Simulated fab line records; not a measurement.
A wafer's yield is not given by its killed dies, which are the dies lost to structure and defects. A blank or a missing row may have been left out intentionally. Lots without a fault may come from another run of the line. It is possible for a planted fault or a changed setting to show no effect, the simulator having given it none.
Which tool was responsible? / flow n5 finfet / 8 lots with 24 wafers sampled at 5 steps, on a route of 1938 steps

WHAT EACH GAUGE READ, for each wafer
N5_BEOL_M4_RC_MEAS_101. Usual: DIBL_N 36.2 mV/V, standard deviation 1.7; DIBL_P 36.2 mV/V, standard deviation 2.2; IOFF_N 0.16 nA/um, standard deviation 0.035; IOFF_P 0.21 nA/um, standard deviation 0.042; ION_N 673 uA/um, standard deviation 13; ION_P 462 uA/um, standard deviation 7.9; SS_N 71.4 mV/dec, standard deviation 0.59; SS_P 73.2 mV/dec, standard deviation 0.7; VT_N 250 mV, standard deviation 3.6; VT_P -251 mV, standard deviation 3.5.
lot=L270; measured=day 7 14:49; on=prober-01; DIBL_N (mV/V)=39.5 37.5 34.2; DIBL_P (mV/V)=39.9 36.7 33.5; IOFF_N (nA/um)=0.20 0.17 0.11; IOFF_P (nA/um)=0.24 0.20 0.15; ION_N (uA/um)=672 681 642; ION_P (uA/um)=458 461 443; SS_N (mV/dec)=72.9 71.9 71.0; SS_P (mV/dec)=74.6 74.5 72.4; VT_N (mV)=248 253 256; VT_P (mV)=-248 -251 -256; flag=
lot=L273; measured=day 8 07:13; on=prober-02; DIBL_N (mV/V)=36.6 39.1 39.0; DIBL_P (mV/V)=37.7 41.7 41.1; IOFF_N (nA/um)=0.20 0.27 0.27; IOFF_P (nA/um)=0.26 0.34 0.34; ION_N (uA/um)=688 713 696; ION_P (uA/um)=468 482 476; SS_N (mV/dec)=72.1 71.7 72.7; SS_P (mV/dec)=73.4 74.9 74.9; VT_N (mV)=243 240 240; VT_P (mV)=-246 -244 -243; flag=
lot=L285; measured=day 11 10:55; on=prober-02; DIBL_N (mV/V)=36.0 33.5 37.8; DIBL_P (mV/V)=36.3 33.6 38.1; IOFF_N (nA/um)=0.17 0.12 0.20; IOFF_P (nA/um)=0.21 0.18 0.26; ION_N (uA/um)=684 668 684; ION_P (uA/um)=466 463 464; SS_N (mV/dec)=71.8 70.9 71.9; SS_P (mV/dec)=73.6 72.8 74.1; VT_N (mV)=251 255 247; VT_P (mV)=-251 -253 -247; flag=
lot=L286; measured=day 11 13:39; on=prober-02; DIBL_N (mV/V)=34.7 32.8 34.0; DIBL_P (mV/V)=33.5 31.6 32.5; IOFF_N (nA/um)=0.11 0.10 0.11; IOFF_P (nA/um)=0.16 0.13 0.15; ION_N (uA/um)=652 648 664; ION_P (uA/um)=449 441 447; SS_N (mV/dec)=70.9 70.4 70.9; SS_P (mV/dec)=72.8 72.4 72.4; VT_N (mV)=255 258 254; VT_P (mV)=-254 -256 -256; flag=
lot=L289; measured=day 12 23:57; on=prober-01; DIBL_N (mV/V)=35.2 37.4 36.4; DIBL_P (mV/V)=34.0 36.2 34.2; IOFF_N (nA/um)=0.13 0.18 0.15; IOFF_P (nA/um)=0.18 0.22 0.19; ION_N (uA/um)=668 685 661; ION_P (uA/um)=460 467 455; SS_N (mV/dec)=71.4 71.3 70.8; SS_P (mV/dec)=72.7 72.8 73.1; VT_N (mV)=250 245 249; VT_P (mV)=-253 -251 -252; flag=

WHAT TOOL EACH LOT RAN ON (gives the tool, then ch and the chambers of the sampled wafers, and finally the start)
lot=L270; N5_BEOL_M0_SAQP_ETCH_84=rie diel-05 ch 0,1,2, day 5 14:41; N5_BEOL_M0_SAQP_HM_OPEN_112=rie diel-05 ch 0,1,2, day 5 14:48; N5_BEOL_M0_SAQP_MANDREL1_REMOVE_100=rie si-06 ch 1,2,3, day 5 16:14; N5_BEOL_M0_SAQP_ETCH_107=rie diel-02 ch 0,3, day 5 17:07
lot=L273; N5_BEOL_M0_SAQP_ETCH_84=rie diel-06 ch 0,1,3, day 6 06:12; N5_BEOL_M0_SAQP_HM_OPEN_112=rie diel-06 ch 0,1,3, day 6 06:18; N5_BEOL_M0_SAQP_MANDREL1_REMOVE_100=rie si-05 ch 0,2,3, day 6 07:34; N5_BEOL_M0_SAQP_ETCH_107=rie diel-05 ch 0,2,3, day 6 08:27
lot=L276; N5_BEOL_M0_SAQP_ETCH_84=rie diel-06 ch 0,2,3, day 6 22:11; N5_BEOL_M0_SAQP_HM_OPEN_112=rie diel-06 ch 0,2,3, day 6 22:17; N5_BEOL_M0_SAQP_MANDREL1_REMOVE_100=rie si-04 ch 1,2,3, day 7 00:19; N5_BEOL_M0_SAQP_ETCH_107=rie diel-02 ch 0,1, day 7 01:14
lot=L277; N5_BEOL_M0_SAQP_ETCH_84=rie diel-02 ch 0,1,3, day 7 08:39; N5_BEOL_M0_SAQP_HM_OPEN_112=rie diel-02 ch 0,1,3, day 7 08:46; N5_BEOL_M0_SAQP_MANDREL1_REMOVE_100=rie si-06 ch 0,1,3, day 7 10:10; N5_BEOL_M0_SAQP_ETCH_107=rie diel-05 ch 0,2,3, day 7 11:05
lot=L278; N5_BEOL_M0_SAQP_ETCH_84=rie diel-06 ch 0,1,2, day 7 14:56; N5_BEOL_M0_SAQP_HM_OPEN_112=rie diel-06 ch 0,1,2, day 7 15:02; N5_BEOL_M0_SAQP_MANDREL1_REMOVE_100=rie si-06 ch 0,2, day 7 16:19; N5_BEOL_M0_SAQP_ETCH_107=rie diel-02 ch 0,1,3, day 7 17:12
lot=L285; N5_BEOL_M0_SAQP_ETCH_84=rie diel-06 ch 0,3, day 9 11:19; N5_BEOL_M0_SAQP_HM_OPEN_112=rie diel-06 ch 0,3, day 9 11:26; N5_BEOL_M0_SAQP_MANDREL1_REMOVE_100=rie si-06 ch 1,2, day 9 12:54; N5_BEOL_M0_SAQP_ETCH_107=rie diel-02 ch 0,1,3, day 9 13:47
lot=L286; N5_BEOL_M0_SAQP_ETCH_84=rie diel-02 ch 0,2,3, day 9 14:29; N5_BEOL_M0_SAQP_HM_OPEN_112=rie diel-02 ch 0,2,3, day 9 14:35; N5_BEOL_M0_SAQP_MANDREL1_REMOVE_100=rie si-05 ch 0,1, day 9 16:01; N5_BEOL_M0_SAQP_ETCH_107=rie diel-05 ch 0,2,3, day 9 17:05
lot=L289; N5_BEOL_M0_SAQP_ETCH_84=rie diel-05 ch 0,3, day 10 08:51; N5_BEOL_M0_SAQP_HM_OPEN_112=rie diel-05 ch 0,3, day 10 08:57; N5_BEOL_M0_SAQP_MANDREL1_REMOVE_100=rie si-06 ch 0,2,3, day 10 10:29; N5_BEOL_M0_SAQP_ETCH_107=rie diel-05 ch 0,3, day 10 11:21
- N5_BEOL_M0_SAQP_ETCH_84: etches SOC in N2/H2, target depth 100 nm, overetch 20 nm, time 150 s.
- N5_BEOL_M0_SAQP_HM_OPEN_112: chemistry CHF3/O2, target SiO2, stops on a-Si, target depth 12 nm, time 13.5 s.
- N5_BEOL_M0_SAQP_MANDREL1_REMOVE_100: chemistry HBr/Cl2/O2, target a-Si, stops on SiNx, bt time 10 s.
- N5_BEOL_M0_SAQP_ETCH_107: etches SiNx in CH3F/O2, target depth 30 nm.

WHAT THE TOOLS THEMSELVES READ (means of the sampled wafers that have a number; where no wafer has one, the mark that the record gives instead)
N5_BEOL_M0_SAQP_ETCH_84. Usual: value, then standard deviation, for each; bias w 150.0 W / 0.46; chamber pressure mTorr 30.001 mTorr / 0.028; drypump motor current A 5.6 A / 0.53; oes product au 0.69 a.u. / 0.072; rf vpp V 525.3 V / 2.7; showerhead plenum p Torr 2.60 Torr / 0.1; throttle valve pct 17.9 % / 0.33.
lot=L270; tool=rie diel-05; bias w (W)=150.1; chamber pressure mTorr (mTorr)=30.012; drypump motor current A (A)=5.6; oes product au (a.u.)=0.70; rf vpp V (V)=525.3; showerhead plenum p Torr (Torr)=2.55; throttle valve pct (%)=18.1; flag=
lot=L273; tool=rie diel-06; bias w (W)=149.6; chamber pressure mTorr (mTorr)=30.005; drypump motor current A (A)=6.1; oes product au (a.u.)=0.72; rf vpp V (V)=525.2; showerhead plenum p Torr (Torr)=2.60; throttle valve pct (%)=17.6; flag=
lot=L276; tool=rie diel-06; bias w (W)=150.0; chamber pressure mTorr (mTorr)=30.016; drypump motor current A (A)=5.8; oes product au (a.u.)=0.65; rf vpp V (V)=523.8; showerhead plenum p Torr (Torr)=2.53; throttle valve pct (%)=17.8; flag=
lot=L277; tool=rie diel-02; bias w (W)=149.7; chamber pressure mTorr (mTorr)=29.987; drypump motor current A (A)=5.5; oes product au (a.u.)=0.66; rf vpp V (V)=524.4; showerhead plenum p Torr (Torr)=2.57; throttle valve pct (%)=18.2; flag=
lot=L278; tool=rie diel-06; bias w (W)=150.0; chamber pressure mTorr (mTorr)=30.006; drypump motor current A (A)=5.9; oes product au (a.u.)=0.69; rf vpp V (V)=523.7; showerhead plenum p Torr (Torr)=2.54; throttle valve pct (%)=17.8; flag=
lot=L285; tool=rie diel-06; bias w (W)=150.4; chamber pressure mTorr (mTorr)=30.000; drypump motor current A (A)=6.0; oes product au (a.u.)=0.67; rf vpp V (V)=525.1; showerhead plenum p Torr (Torr)=2.57; throttle valve pct (%)=17.8; flag=
lot=L286; tool=rie diel-02; bias w (W)=149.8; chamber pressure mTorr (mTorr)=29.963; drypump motor current A (A)=5.2; oes product au (a.u.)=0.72; rf vpp V (V)=527.8; showerhead plenum p Torr (Torr)=2.66; throttle valve pct (%)=17.8; flag=
lot=L289; tool=rie diel-05; bias w (W)=149.9; chamber pressure mTorr (mTorr)=30.002; drypump motor current A (A)=5.8; oes product au (a.u.)=0.65; rf vpp V (V)=523.8; showerhead plenum p Torr (Torr)=2.57; throttle valve pct (%)=17.9; flag=

N5_BEOL_M0_SAQP_HM_OPEN_112. Usual: drypump motor current A 5.6 A, standard deviation 0.53; oes_o_777_au 0.77 a.u., standard deviation 0.076; oes product au 0.51 a.u., standard deviation 0.054; rf vpp V 527 V, standard deviation 7.6; showerhead plenum p Torr 2.45 Torr, standard deviation 0.093; throttle valve pct 18.89 %, standard deviation 0.27.
lot=L270; tool=rie diel-05; drypump motor current A (A)=5.6; oes_o_777_au (a.u.)=0.78; oes product au (a.u.)=0.52; rf vpp V (V)=528; showerhead plenum p Torr (Torr)=2.41; throttle valve pct (%)=18.99; flag=
lot=L273; tool=rie diel-06; drypump motor current A (A)=6.0; oes_o_777_au (a.u.)=0.80; oes product au (a.u.)=0.53; rf vpp V (V)=530; showerhead plenum p Torr (Torr)=2.45; throttle valve pct (%)=18.61; flag=
lot=L276; tool=rie diel-06; drypump motor current A (A)=5.8; oes_o_777_au (a.u.)=0.73; oes product au (a.u.)=0.47; rf vpp V (V)=525; showerhead plenum p Torr (Torr)=2.39; throttle valve pct (%)=18.83; flag=
lot=L277; tool=rie diel-02; drypump motor current A (A)=5.4; oes_o_777_au (a.u.)=0.74; oes product au (a.u.)=0.48; rf vpp V (V)=518; showerhead plenum p Torr (Torr)=2.42; throttle valve pct (%)=19.12; flag=
lot=L278; tool=rie diel-06; drypump motor current A (A)=5.9; oes_o_777_au (a.u.)=0.76; oes product au (a.u.)=0.50; rf vpp V (V)=522; showerhead plenum p Torr (Torr)=2.40; throttle valve pct (%)=18.77; flag=
lot=L285; tool=rie diel-06; drypump motor current A (A)=6.0; oes_o_777_au (a.u.)=0.73; oes product au (a.u.)=0.49; rf vpp V (V)=533; showerhead plenum p Torr (Torr)=2.43; throttle valve pct (%)=18.71; flag=
lot=L286; tool=rie diel-02; drypump motor current A (A)=5.2; oes_o_777_au (a.u.)=0.79; oes product au (a.u.)=0.53; rf vpp V (V)=527; showerhead plenum p Torr (Torr)=2.52; throttle valve pct (%)=18.94; flag=
lot=L289; tool=rie diel-05; drypump motor current A (A)=5.8; oes_o_777_au (a.u.)=0.73; oes product au (a.u.)=0.47; rf vpp V (V)=528; showerhead plenum p Torr (Torr)=2.43; throttle valve pct (%)=18.81; flag=

N5_BEOL_M0_SAQP_MANDREL1_REMOVE_100. Usual: HBr_flow_sccm 150.0 sccm, standard deviation 0.47; drypump motor current A 5.5 A, standard deviation 0.43; oes_o_777_au 0.99 a.u., standard deviation 0.052; oes product au 1.008 a.u., standard deviation 0.015; throttle valve pct 36.78 %, standard deviation 0.29.
lot=L270; tool=rie si-06; HBr_flow_sccm (sccm)=150.5; drypump motor current A (A)=5.4; oes_o_777_au (a.u.)=0.95; oes product au (a.u.)=1.008; throttle valve pct (%)=36.74; flag=
lot=L273; tool=rie si-05; HBr_flow_sccm (sccm)=150.1; drypump motor current A (A)=5.8; oes_o_777_au (a.u.)=0.98; oes product au (a.u.)=0.999; throttle valve pct (%)=36.70; flag=
lot=L276; tool=rie si-04; HBr_flow_sccm (sccm)=149.6; drypump motor current A (A)=5.2; oes_o_777_au (a.u.)=1.04; oes product au (a.u.)=1.004; throttle valve pct (%)=37.02; flag=
lot=L277; tool=rie si-06; HBr_flow_sccm (sccm)=150.0; drypump motor current A (A)=5.5; oes_o_777_au (a.u.)=1.01; oes product au (a.u.)=1.006; throttle valve pct (%)=36.52; flag=
lot=L278; tool=rie si-06; HBr_flow_sccm (sccm)=150.9; drypump motor current A (A)=6.1; oes_o_777_au (a.u.)=1.02; oes product au (a.u.)=1.017; throttle valve pct (%)=36.64; flag=
lot=L285; tool=rie si-06; HBr_flow_sccm (sccm)=150.2; drypump motor current A (A)=5.6; oes_o_777_au (a.u.)=0.95; oes product au (a.u.)=1.016; throttle valve pct (%)=36.90; flag=
lot=L286; tool=rie si-05; HBr_flow_sccm (sccm)=149.2; drypump motor current A (A)=5.8; oes_o_777_au (a.u.)=0.97; oes product au (a.u.)=0.997; throttle valve pct (%)=37.16; flag=
lot=L289; tool=rie si-06; HBr_flow_sccm (sccm)=150.2; drypump motor current A (A)=5.6; oes_o_777_au (a.u.)=0.99; oes product au (a.u.)=1.016; throttle valve pct (%)=36.71; flag=

N5_BEOL_M0_SAQP_ETCH_107. Usual: CH3F_flow_sccm 29.98 sccm, standard deviation 0.088; O2_flow_sccm 20.00 sccm, standard deviation 0.063; drypump motor current A 5.6 A, standard deviation 0.48; oes_o_777_au 0.77 a.u., standard deviation 0.071; oes product au 0.77 a.u., standard deviation 0.083; rf vpp V 299 V, standard deviation 4.1; showerhead plenum p Torr 2.04 Torr, standard deviation 0.085; throttle valve pct 16.45 %, standard deviation 0.26.
lot=L270; tool=rie diel-02; CH3F_flow_sccm (sccm)=29.98; O2_flow_sccm (sccm)=20.02; drypump motor current A (A)=5.3; oes_o_777_au (a.u.)=0.77; oes product au (a.u.)=0.76; rf vpp V (V)=294; showerhead plenum p Torr (Torr)=2.08; throttle valve pct (%)=16.60; flag=
lot=L273; tool=rie diel-05; CH3F_flow_sccm (sccm)=30.01; O2_flow_sccm (sccm)=20.00; drypump motor current A (A)=5.6; oes_o_777_au (a.u.)=0.74; oes product au (a.u.)=0.74; rf vpp V (V)=299; showerhead plenum p Torr (Torr)=2.02; throttle valve pct (%)=16.51; flag=
lot=L276; tool=rie diel-02; CH3F_flow_sccm (sccm)=-; O2_flow_sccm (sccm)=-; drypump motor current A (A)=-; oes_o_777_au (a.u.)=-; oes product au (a.u.)=-; rf vpp V (V)=-; showerhead plenum p Torr (Torr)=-; throttle valve pct (%)=-; flag=OFF
lot=L277; tool=rie diel-05; CH3F_flow_sccm (sccm)=-; O2_flow_sccm (sccm)=-; drypump motor current A (A)=-; oes_o_777_au (a.u.)=-; oes product au (a.u.)=-; rf vpp V (V)=-; showerhead plenum p Torr (Torr)=-; throttle valve pct (%)=-; flag=OFF
lot=L278; tool=rie diel-02; CH3F_flow_sccm (sccm)=-; O2_flow_sccm (sccm)=-; drypump motor current A (A)=-; oes_o_777_au (a.u.)=-; oes product au (a.u.)=-; rf vpp V (V)=-; showerhead plenum p Torr (Torr)=-; throttle valve pct (%)=-; flag=OFF
lot=L285; tool=rie diel-02; CH3F_flow_sccm (sccm)=30.05; O2_flow_sccm (sccm)=19.97; drypump motor current A (A)=5.5; oes_o_777_au (a.u.)=0.83; oes product au (a.u.)=0.82; rf vpp V (V)=296; showerhead plenum p Torr (Torr)=2.09; throttle valve pct (%)=16.55; flag=
lot=L286; tool=rie diel-05; CH3F_flow_sccm (sccm)=29.95; O2_flow_sccm (sccm)=19.99; drypump motor current A (A)=5.6; oes_o_777_au (a.u.)=0.72; oes product au (a.u.)=0.72; rf vpp V (V)=299; showerhead plenum p Torr (Torr)=2.01; throttle valve pct (%)=16.55; flag=
lot=L289; tool=rie diel-05; CH3F_flow_sccm (sccm)=29.91; O2_flow_sccm (sccm)=20.08; drypump motor current A (A)=5.8; oes_o_777_au (a.u.)=0.72; oes product au (a.u.)=0.72; rf vpp V (V)=299; showerhead plenum p Torr (Torr)=2.01; throttle valve pct (%)=16.36; flag=

THE ANSWER, worked out from the rows above alone
Rule: lot off if the mean of its wafers having a number is beyond 3 standard deviations from the usual mean. Also off: a lot with no number at a reading for which 4 or more lots have one. All remaining lots with rows at the step are treated as sound. After the gauges, taken in route order, come the tools' own readings; for these a lot's mean is taken, as printed above. At the first step where some lot is off, the reading lying furthest off is the one used; lots without a number count as furthest.
Off: L276, L277, L278, at N5_BEOL_M0_SAQP_ETCH_107 (CH3F_flow_sccm). Without a number there: L276, L277, L278.
If a tool, at that step or one of the process steps before it, ran each lot that is off and ran no sound lot following the first of them, it fits. None of those tried fits.

WHAT THE SIMULATOR PUT IN
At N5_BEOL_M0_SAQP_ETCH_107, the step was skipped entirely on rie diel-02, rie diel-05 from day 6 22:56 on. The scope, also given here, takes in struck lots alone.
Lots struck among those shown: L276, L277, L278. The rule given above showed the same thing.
